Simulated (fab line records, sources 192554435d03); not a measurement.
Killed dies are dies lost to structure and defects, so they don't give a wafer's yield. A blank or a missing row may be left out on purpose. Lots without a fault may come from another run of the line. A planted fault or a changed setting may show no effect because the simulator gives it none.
A struck lot beside a sound one | flow n5_finfet | 41 steps out of a route of 1938
Sound: wafers L627.1, L627.2, L627.5. Struck: wafers L614.2, L614.3, L614.4. The cause comes at the end.
At each step with rows: each side's tool, then ch and its chambers, then its first start. Under that, the readings that differ: sound wafers | struck wafers | difference of the means | sigmas: that difference in standard deviations of wafers without a fault.
alike: readings whose means differ by less than 2 such deviations, and words and numbers that are the same on both sides. not compared: withheld readings, readings that some wafer has no value for, bounds like >300 that may hide the same value, and numbers for which the record gives no deviation and whose values overlap.
The two part at a step that has a row with sigmas, a row that says differs or no value, or rows on one side only. Numbers that don't overlap but have no deviation are shown without sigmas and don't part them. A reading that every wafer of one side lacks parts them only if that side has two wafers or more.

first, 12 steps without rows for these wafers: N5_SD_EPI_N_STRIP_36 (strips in N2/H2); N5_SD_EPI_N_ETCHBACK_44 (etches SiNx in CH3F/O2, stops on SiO2, target depth 14.5 nm); N5_SD_EPI_N_ETCH_45 (etches SiOCN in CH3F/O2, target depth 6 nm); N5_SD_EPI_N_ETCH_16 (etches SiO2 in CHF3/O2, target depth 5 nm); N5_SD_EPI_N_STRIP_47 (strips in CHF3/O2); N5_SD_EPI_N_SD_RECESS_17 (chemistry HBr/Cl2/O2, target depth 41 nm, time 23.7 s, bt time 3 s); N5_SD_EPI_N_STRIP_38 (strips in N2/H2); N5_SD_EPI_N_WET_ETCH_43 (etches SiO2 in dHF, time 14 s, target depth 1.5 nm); N5_SD_EPI_N_STRIP_18 (strips in SPM, time 750 s); N5_SD_EPI_N_SRD_20 (time 30 s); N5_SD_EPI_N_PRECLEAN_48 (cleans in NF3:NH3, afs cycles 2, time 20 s, sublimation time 60 s); N5_SD_EPI_N_VAPOR_ETCH_50 (etches Si in HCl, time 54 s).
N5_SD_EPI_N_EPI_21: deposits Si:P, time 690 s.
  sound on epi_rpcvd-02 ch 0, day 7 22:21; struck on epi_rpcvd-03 ch 0, day 4 14:07
  reading                                   | sound        | struck     | difference | sigmas
  model.Si-P_of_SD_EPI_N_EPI_21.thk_nm (nm) | 59.8 58.8 60 | 66.8 67 67 | +7.4       |
  alike: susceptor_temp_C
N5_SD_EPI_N_EPI_MEAS_23:
  sound on film_metro-01, day 8 00:05; struck on film_metro-02, day 4 15:33
  reading     | sound          | struck         | difference | sigmas
  thk_nm (nm) | 59.8 58.1 59.3 | 68.0 66.8 66.5 | +8.0       | +7
then, 24 steps without rows for these wafers: N5_SD_EPI_N_PRECLEAN_24 (cleans in O3/DIW, time 60 s); N5_SD_EPI_N_SRD_25 (time 30 s); N5_SD_EPI_N_PRECLEAN_49 (cleans in NF3:NH3, afs cycles 1, time 20 s, sublimation time 60 s); N5_SD_EPI_N_LINER_46 (material SiNx, target thk 3 nm); N5_SD_EPI_P_COAT_34 (time 60 s, resist thk 350 nm); N5_SD_EPI_P_COAT_35 (time 60 s, resist thk 35 nm); N5_SD_EPI_P_COAT_03 (resist thk 150 nm); N5_SD_EPI_P_EBR_05; N5_SD_EPI_P_SOFTBAKE_04 (time 60 s); N5_SD_EPI_P_EXPOSE_06 (exposes mask SD P BLK, target cd 240 nm); N5_SD_EPI_P_PEB_07 (peb time 60 s); N5_SD_EPI_P_DEVELOP_08 (develop time 30 s); N5_SD_EPI_P_DESCUM_14 (chemistry O2, time 7.9 s); N5_SD_EPI_P_ETCH_36 (etches SiARC in CF4, target depth 45.5 nm, time 75.8 s); N5_SD_EPI_P_ETCH_37 (etches SOC in N2/H2, overetch 108 nm, time 486 s); N5_SD_EPI_P_STRIP_38 (strips in N2/H2); N5_SD_EPI_P_ETCHBACK_46 (etches SiNx in CH3F/O2, stops on SiO2, target depth 17.5 nm); N5_SD_EPI_P_ETCH_47 (etches SiOCN in CH3F/O2, target depth 25 nm); N5_SD_EPI_P_ETCH_16 (etches SiO2 in CHF3/O2, target depth 5 nm); N5_SD_EPI_P_STRIP_50 (strips in CHF3/O2); N5_SD_EPI_P_SD_RECESS_17 (chemistry HBr/Cl2/O2, target depth 39.1 nm, bt time 3 s); N5_SD_EPI_P_WET_ETCH_45 (etches SiO2 in dHF, time 10.7 s, target depth 2 nm, rinse time 30 s); N5_SD_EPI_P_STRIP_40 (strips in N2/H2); N5_SD_EPI_P_PRECLEAN_52 (cleans in O3/DIW, time 60 s).
N5_SD_ACTIVATION_RS_MEAS_03: measures by four-point-probe.
  sound on film_metro-01, day 8 05:17; struck on film_metro-01, day 4 21:06
  reading          | sound             | struck            | difference | sigmas
  RS_SD_N (ohm/sq) | 21.73 22.07 21.53 | 19.42 19.30 19.14 | -2.49      | -8
  RS_SD_P (ohm/sq) | 56.1 56.4 57.0    | 58.6 58.4 57.6    | +1.7       | +2
N5_MOL_CONTACT_COAG_ETCH_15: etches SiNx in CH3F/O2, stops on Si:P, target depth 7 nm.
  sound on rie_diel-03 ch 0,2, day 9 12:46; struck on rie_diel-06 ch 0,2,3, day 6 03:23
  reading                                   | sound      | struck         | difference | sigmas
  model.Si-P_of_SD_EPI_N_EPI_21.thk_nm (nm) | 59 58 59.2 | 65.8 66.2 66.2 | +7.3       |
  alike: drypump_motor_current_A, mfc_ar_sccm, oes_product_au, rf_vpp_V, showerhead_plenum_p_Torr, throttle_valve_pct
  not compared: rf_hours_counter_h
-- the record jumps here: 10 days lie between the struck wafers' starts before and after (it left off in module MOL_CONTACT_COAG and takes up again in module BEOL_M4, whose first step shown is number 1111 of the route) --
N5_BEOL_M4_RC_MEAS_101:
  sound on prober-01 ch 0, day 19 02:24; struck on prober-02 ch 0, day 16 00:38
  reading          | sound          | struck         | difference | sigmas
  RS_SD_N (ohm/sq) | 28.0 28.8 27.8 | 25.1 24.8 24.8 | -3.3       | -9
  alike: DIBL_N, DIBL_P, IOFF_N, IOFF_P, ION_N, ION_P, SS_N, SS_P, VT_N, VT_P

WHERE THEY PART
First at N5_SD_EPI_N_EPI_MEAS_23; last, within this record, at N5_BEOL_M4_RC_MEAS_101.

WHY: what the simulator had put in
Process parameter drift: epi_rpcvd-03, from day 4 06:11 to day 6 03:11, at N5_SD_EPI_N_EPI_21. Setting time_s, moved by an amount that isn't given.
